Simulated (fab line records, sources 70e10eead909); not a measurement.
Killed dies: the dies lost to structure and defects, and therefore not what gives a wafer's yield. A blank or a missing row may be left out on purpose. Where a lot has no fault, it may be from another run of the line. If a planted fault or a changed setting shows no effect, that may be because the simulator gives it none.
Chamber matching    flow nand-harc    NHARC_P_M2_STRIP_18 on rie-diel-07: 4 sister chambers
The step strips in N2/H2. 4 wafers are shown with their chamber, then 7 later ones without.

WAFERS, EACH WITH ITS CHAMBER
wafer   chamber  drypump-motor-current-A (A)
L081.5  1        5.6
L090.6  0        6.2
L093.1  2        5.3
L093.5  3        6.0

WAFERS MISSING THEIR CHAMBER
wafer   drypump-motor-current-A (A)
L093.6  6.3
L096.1  6.0
L096.5  6.0
L096.6  5.4
L097.1  5.4
L097.2  6.0
L097.6  5.4

EACH ONE'S CHAMBER
wafer   from the rows above      in truth
L093.6  0                        0
L096.1  3                        3
L096.5  3                        3
L096.6  can't be placed: 2 or 1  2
L097.1  can't be placed: 2 or 1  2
L097.2  3                        3
L097.6  can't be placed: 2 or 1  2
Correct placement for 4 of the 7. Cannot be placed on the basis of these rows: 3; the candidates contain the true chamber in 3. 0 placed wrongly.
How it was worked out, from the rows above alone: a wafer's distance from a chamber is the root of the sum, over the readings, of the square of ((its reading less the chamber's mean) divided by the reading's scatter). The wafer belongs to the nearest chamber; if the next one is less than 2 further off, it can't be placed. Each chamber's mean is taken over the wafers shown for it. The scatter (one wafer shown for each chamber): square how far every hidden wafer sits from the nearest shown wafer, average those squares and take the square root.
